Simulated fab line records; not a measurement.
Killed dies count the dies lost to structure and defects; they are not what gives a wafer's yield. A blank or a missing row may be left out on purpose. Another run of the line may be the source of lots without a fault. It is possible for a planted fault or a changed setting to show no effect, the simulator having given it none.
Split-lot trial / flow n5-finfet / 21 wafers read from 7 lots, route of 1938 steps

== SPLIT DETAILS ==
At N5_MOL_CONTACT_COAG_CVD_140 (deposits W, target thk 66.5 nm, time 215 s), the setting target-thk-a was moved away from the recipe's 665 angstrom on 5 of the 21 wafers read, by -8.3% to +9.9%. The other wafers ran this setting at the recipe's value.

The reading comes from the split's own step.

== THE READING ==
W_of_MOL_CONTACT_COAG_CVD_140.thk-nm (the simulator's own value, which no gauge read), in nm, at N5_MOL_CONTACT_COAG_CVD_140 (deposits W, target thk 66.5 nm, time 215 s). No usual value for it is given in the file. The 16 wafers here that ran the recipe average 66.8 nm, standard deviation 0.58 nm.

wafer=L074.2; tool, chamber at the split=cvd-w-01, 0; target-thk-a as run, angstrom=665; against the recipe=recipe; W_of_MOL_CONTACT_COAG_CVD_140.thk-nm, nm=65.6; against lot-mates on the recipe=-
wafer=L074.4; tool, chamber at the split=cvd-w-01, 0; target-thk-a as run, angstrom=665; against the recipe=recipe; W_of_MOL_CONTACT_COAG_CVD_140.thk-nm, nm=67; against lot-mates on the recipe=-
wafer=L074.6; tool, chamber at the split=cvd-w-01, 0; target-thk-a as run, angstrom=665; against the recipe=recipe; W_of_MOL_CONTACT_COAG_CVD_140.thk-nm, nm=67.2; against lot-mates on the recipe=-
wafer=L076.1; tool, chamber at the split=cvd-w-02, 0; target-thk-a as run, angstrom=665; against the recipe=recipe; W_of_MOL_CONTACT_COAG_CVD_140.thk-nm, nm=66.8; against lot-mates on the recipe=-
wafer=L076.4; tool, chamber at the split=cvd-w-02, 1; target-thk-a as run, angstrom=665; against the recipe=recipe; W_of_MOL_CONTACT_COAG_CVD_140.thk-nm, nm=67; against lot-mates on the recipe=-
wafer=L076.6; tool, chamber at the split=cvd-w-02, 1; target-thk-a as run, angstrom=665; against the recipe=recipe; W_of_MOL_CONTACT_COAG_CVD_140.thk-nm, nm=68.2; against lot-mates on the recipe=-
wafer=L080.1; tool, chamber at the split=cvd-w-02, 1; target-thk-a as run, angstrom=665; against the recipe=recipe; W_of_MOL_CONTACT_COAG_CVD_140.thk-nm, nm=66.8; against lot-mates on the recipe=-
wafer=L080.4; tool, chamber at the split=cvd-w-02, 0; target-thk-a as run, angstrom=665; against the recipe=recipe; W_of_MOL_CONTACT_COAG_CVD_140.thk-nm, nm=67; against lot-mates on the recipe=-
wafer=L080.5; tool, chamber at the split=cvd-w-02, 1; target-thk-a as run, angstrom=665; against the recipe=recipe; W_of_MOL_CONTACT_COAG_CVD_140.thk-nm, nm=66; against lot-mates on the recipe=-
wafer=L083.1; tool, chamber at the split=cvd-w-01, 1; target-thk-a as run, angstrom=714.6; against the recipe=+7.5%; W_of_MOL_CONTACT_COAG_CVD_140.thk-nm, nm=71.8; against lot-mates on the recipe=+5.6
wafer=L083.3; tool, chamber at the split=cvd-w-01, 1,0; target-thk-a as run, angstrom=665; against the recipe=recipe; W_of_MOL_CONTACT_COAG_CVD_140.thk-nm, nm=66.2; against lot-mates on the recipe=-
wafer=L083.5; tool, chamber at the split=cvd-w-01, 1,0; target-thk-a as run, angstrom=665; against the recipe=recipe; W_of_MOL_CONTACT_COAG_CVD_140.thk-nm, nm=66.2; against lot-mates on the recipe=-
wafer=L089.1; tool, chamber at the split=cvd-w-02, 1; target-thk-a as run, angstrom=731.1; against the recipe=+9.9%; W_of_MOL_CONTACT_COAG_CVD_140.thk-nm, nm=74.2; against lot-mates on the recipe=+7.8
wafer=L089.3; tool, chamber at the split=cvd-w-02, 0; target-thk-a as run, angstrom=665; against the recipe=recipe; W_of_MOL_CONTACT_COAG_CVD_140.thk-nm, nm=66.4; against lot-mates on the recipe=-
wafer=L089.5; tool, chamber at the split=cvd-w-02, 0; target-thk-a as run, angstrom=731.1; against the recipe=+9.9%; W_of_MOL_CONTACT_COAG_CVD_140.thk-nm, nm=74; against lot-mates on the recipe=+7.6
wafer=L096.3; tool, chamber at the split=cvd-w-02, 0; target-thk-a as run, angstrom=665; against the recipe=recipe; W_of_MOL_CONTACT_COAG_CVD_140.thk-nm, nm=66.8; against lot-mates on the recipe=-
wafer=L096.5; tool, chamber at the split=cvd-w-02, 1; target-thk-a as run, angstrom=610; against the recipe=-8.3%; W_of_MOL_CONTACT_COAG_CVD_140.thk-nm, nm=61.8; against lot-mates on the recipe=-5.0
wafer=L096.6; tool, chamber at the split=cvd-w-02, 0; target-thk-a as run, angstrom=610; against the recipe=-8.3%; W_of_MOL_CONTACT_COAG_CVD_140.thk-nm, nm=62.2; against lot-mates on the recipe=-4.6
wafer=L097.1; tool, chamber at the split=cvd-w-02, 0; target-thk-a as run, angstrom=665; against the recipe=recipe; W_of_MOL_CONTACT_COAG_CVD_140.thk-nm, nm=67.2; against lot-mates on the recipe=-
wafer=L097.2; tool, chamber at the split=cvd-w-02, 1; target-thk-a as run, angstrom=665; against the recipe=recipe; W_of_MOL_CONTACT_COAG_CVD_140.thk-nm, nm=66.8; against lot-mates on the recipe=-
wafer=L097.5; tool, chamber at the split=cvd-w-02, 0; target-thk-a as run, angstrom=665; against the recipe=recipe; W_of_MOL_CONTACT_COAG_CVD_140.thk-nm, nm=67; against lot-mates on the recipe=-
Where a row lists several chambers, the file gives one row for several wafers and doesn't say which wafer went through which chamber.

FIT RESULTS
A straight line over all 21 wafers: W_of_MOL_CONTACT_COAG_CVD_140.thk-nm changes by +0.668 nm for each +1% of target-thk-a; r = +0.98; the points scatter about the line by 0.62 nm.
The same after taking each lot's own level away (the mean of its wafers on the recipe; 21 wafers): +0.698 nm for each +1%; r = +0.98; scatter 0.56 nm.
Per that fit: largest target-thk-a move, reading shift of 6.9 nm.
Across the lots, their own levels run from 66.20 to 67.33 nm, a range of 2.0 times the standard deviation given above.
So the lot-to-lot level changes the slope little: the two slopes agree.
Check: +6.86 nm against its lot-mates is what the line predicts for one of the wafers moved furthest among these (+9.9%) when that wafer is left out of the fit. It came out at +7.8 nm against them.

== ADDITIONAL SPLITS CARRIED BY THESE WAFERS ==
Note: prior to the reading, these wafers also went through further splits. Each is held against what the fit with the lots' levels taken away leaves over:
other split on the same wafers=N5_SDB_STRIP_22 power-w; wafers away from the commonest value=5; r with W_of_MOL_CONTACT_COAG_CVD_140.thk-nm (lot level and that fit taken away)=-0.19
other split on the same wafers=N5_HKMG_FIN_HK_ALD_01 ald-cycles; wafers away from the commonest value=7; r with W_of_MOL_CONTACT_COAG_CVD_140.thk-nm (lot level and that fit taken away)=-0.20
other split on the same wafers=N5_HKMG_FIN_EXPOSE_46 dose-mj; wafers away from the commonest value=3; r with W_of_MOL_CONTACT_COAG_CVD_140.thk-nm (lot level and that fit taken away)=-0.35
other split on the same wafers=N5_GATE_CUT_ETCH_58 source-w; wafers away from the commonest value=8; r with W_of_MOL_CONTACT_COAG_CVD_140.thk-nm (lot level and that fit taken away)=-0.18
other split on the same wafers=N5_GATE_CUT_COAT_35 spin-rpm; wafers away from the commonest value=8; r with W_of_MOL_CONTACT_COAG_CVD_140.thk-nm (lot level and that fit taken away)=+0.22
other split on the same wafers=N5_MOL_CONTACT_COAG_ETCH_110 source-w; wafers away from the commonest value=8; r with W_of_MOL_CONTACT_COAG_CVD_140.thk-nm (lot level and that fit taken away)=+0.04
other split on the same wafers=N5_MOL_CONTACT_COAG_COAT_77 spin-rpm; wafers away from the commonest value=6; r with W_of_MOL_CONTACT_COAG_CVD_140.thk-nm (lot level and that fit taken away)=+0.48
other split on the same wafers=N5_MOL_CONTACT_COAG_EXPOSE_81 dose-mj; wafers away from the commonest value=3; r with W_of_MOL_CONTACT_COAG_CVD_140.thk-nm (lot level and that fit taken away)=-0.18

== THE FILE'S OWN FIT ==
W_of_MOL_CONTACT_COAG_CVD_140.thk-nm changes by +0.709 nm for each +1% of target-thk-a, r = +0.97.
